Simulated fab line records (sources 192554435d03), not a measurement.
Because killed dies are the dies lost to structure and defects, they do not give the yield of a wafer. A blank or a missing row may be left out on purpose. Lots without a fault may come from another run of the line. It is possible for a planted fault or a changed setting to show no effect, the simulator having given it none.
Split-lot trial ; flow n5 finfet ; 39 wafers read from 7 lots, route of 1938 steps

== ABOUT THE SPLIT ==
At N5_BEOL_M5_TRENCH_ETCH_37 (etches SiCOH lowk in C4F6/O2, target depth 71.652 nm, time 24.7 s), the setting target depth a was moved away from the recipe's 716.52 angstrom on 15 of the 39 wafers read, by -45.2% to +58.8%. All remaining wafers had this setting at the recipe value.

== FROM THE SPLIT TO THE READING: what the file shows between them, 8 steps ==
- N5_BEOL_M5_ETCH_41: etches SiCN in CH3F/O2, target depth 31.5 nm, time 56.7 s
- N5_BEOL_M5_STRIP_91: strips in N2/H2, time 10 s
- N5_BEOL_M5_OCD_MEAS_38
- N5_BEOL_M5_HM_STRIP_39: strips TiN in peroxide tin strip, target depth 25 nm, time 158 s
- N5_BEOL_M5_SRD_40: time 30 s
- N5_BEOL_M5_ECD_50: material Cu, target thk 300 nm
- N5_BEOL_M5_ANNEAL_51: time 90 s
- N5_BEOL_M5_CMP_52: polishes, stops on SiCOH lowk, t overpolish 6.9 s, target thk 62 nm

== THE READING ==
M5_THK, in nm, at N5_BEOL_M5_THK_MEAS_53 (measures by xrf). Typical for fault-free wafers on this fab line: 61.1 nm, with standard deviation 1.6 nm.

wafer;tool, chamber at the split;target depth a as run, angstrom;against the recipe;M5_THK, nm;against lot-mates on the recipe
L074.1;rie diel-01, 2;573.1;-20.0%;48.1;-14.3
L074.2;rie diel-01, 3;573.1;-20.0%;49.5;-12.9
L074.3;rie diel-01, 0;716.52;recipe;63.0;-
L074.4;rie diel-01, 2;573.1;-20.0%;49.4;-13.0
L074.5;rie diel-01, 0;716.52;recipe;62.6;-
L074.6;rie diel-01, 3;716.52;recipe;61.6;-
L083.1;rie diel-02, 2;716.52;recipe;59.3;-
L083.2;rie diel-02, 3;542.5;-24.3%;43.0;-17.4
L083.3;rie diel-02, 0;542.5;-24.3%;43.3;-17.1
L083.4;rie diel-02, 1;716.52;recipe;60.4;-
L083.5;rie diel-02, 1;716.52;recipe;61.6;-
L083.6;rie diel-02, 2;542.5;-24.3%;40.6;-19.8
L086.1;rie diel-05, 3;716.52;recipe;61.8;-
L086.2;rie diel-05, 2;973.3;+35.8%;88.2;+26.1
L086.3;rie diel-05, 0;973.3;+35.8%;84.2;+22.1
L086.4;rie diel-05, 1;973.3;+35.8%;86.2;+24.1
L086.5;rie diel-05, 2;716.52;recipe;62.5;-
L086.6;rie diel-05, 3;716.52;recipe;61.9;-
L089.1;rie diel-05, 1;392.4;-45.2%;26.0;-33.8
L089.2;rie diel-05, 2;392.4;-45.2%;27.3;-32.5
L089.3;rie diel-05, 3;716.52;recipe;59.0;-
L089.4;rie diel-05, 0;392.4;-45.2%;27.4;-32.4
L089.5;rie diel-05, 3;716.52;recipe;60.2;-
L089.6;rie diel-05, 2;716.52;recipe;60.1;-
L091.3;rie diel-01, 1;716.52;recipe;59.6;-
L091.4;rie diel-01, 1;716.52;recipe;60.2;-
L091.6;rie diel-01, 3;716.52;recipe;60.6;-
L096.1;rie diel-05, 3;1138;+58.8%;104.3;+43.4
L096.2;rie diel-05, 1;716.52;recipe;59.7;-
L096.3;rie diel-05, 0;716.52;recipe;60.8;-
L096.4;rie diel-05, 2;1138;+58.8%;106.4;+45.5
L096.5;rie diel-05, 2;716.52;recipe;62.1;-
L096.6;rie diel-05, 3;1138;+58.8%;105.2;+44.3
L097.1;rie diel-01, 1;716.52;recipe;60.3;-
L097.2;rie diel-01, 2;716.52;recipe;61.1;-
L097.3;rie diel-01, 0;716.52;recipe;58.5;-
L097.4;rie diel-01, 3;716.52;recipe;60.0;-
L097.5;rie diel-01, 3;716.52;recipe;59.4;-
L097.6;rie diel-01, 0;716.52;recipe;60.4;-

FIT RESULTS
A straight line over all 39 wafers: M5_THK changes by +0.739 nm for each +1% of target depth a; r = +1.00; the points scatter about the line by 1.5 nm.
The same after taking each lot's own level away (the mean of its wafers on the recipe; 39 wafers): +0.729 nm for each +1%; r = +1.00; scatter 1.2 nm.
That fit puts the effect of the largest move of target depth a on the reading at 43 nm.
The lots' own levels span 59.77 to 62.40 nm, that is 1.6 times the standard deviation above.
The two slopes agree, so the slope changes little with the lot-to-lot level.
Check: with one of the wafers moved furthest among these (+58.8%) left out of the fit, the line predicts +42.8 nm for it against its lot-mates. It came out at +43.4 nm against them.

== THE WHOLE CHAIN: every reading that the file lists as answering this split, in the file's order ==
step;what it does;reading;change (the file's fit);r (the file's)
N5_BEOL_M5_TRENCH_ETCH_37;etches SiCOH lowk in C4F6/O2, target depth 71.652 nm, time 24.7 s;BEOL_M5.feature depth nm (the simulator's own value, which no gauge read);+0.718 nm for each +1% of the setting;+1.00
N5_BEOL_M5_TRENCH_ETCH_37;etches SiCOH lowk in C4F6/O2, target depth 71.652 nm, time 24.7 s;etch.depth nm (the simulator's own value, which no gauge read);+0.717 nm for each +1% of the setting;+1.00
N5_BEOL_M5_TRENCH_ETCH_37;etches SiCOH lowk in C4F6/O2, target depth 71.652 nm, time 24.7 s;TiN_of_BEOL_M5_HM_DEP_02.thk nm (the simulator's own value, which no gauge read);-0.0224 nm for each +1% of the setting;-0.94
N5_BEOL_M5_OCD_MEAS_38;;trench depth nm;+0.716 nm for each +1% of the setting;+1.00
N5_BEOL_M5_CMP_52;polishes, stops on SiCOH lowk, t overpolish 6.9 s, target thk 62 nm;Cu_of_BEOL_M5_ECD_50.thk nm (the simulator's own value, which no gauge read);+0.727 nm for each +1% of the setting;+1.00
N5_BEOL_M5_THK_MEAS_53;measures by xrf;M5_THK;+0.729 for each +1% of the setting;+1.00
N5_BEOL_M5_RS_MEAS_57;measures by four-point-probe;M5_RS;not straight: 1.127 at the lowest setting, 0.395 at the recipe, 0.211 at the highest;not given

== FILE'S OWN FIT ==
M5_THK changes by +0.729 nm for each +1% of target depth a, r = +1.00.
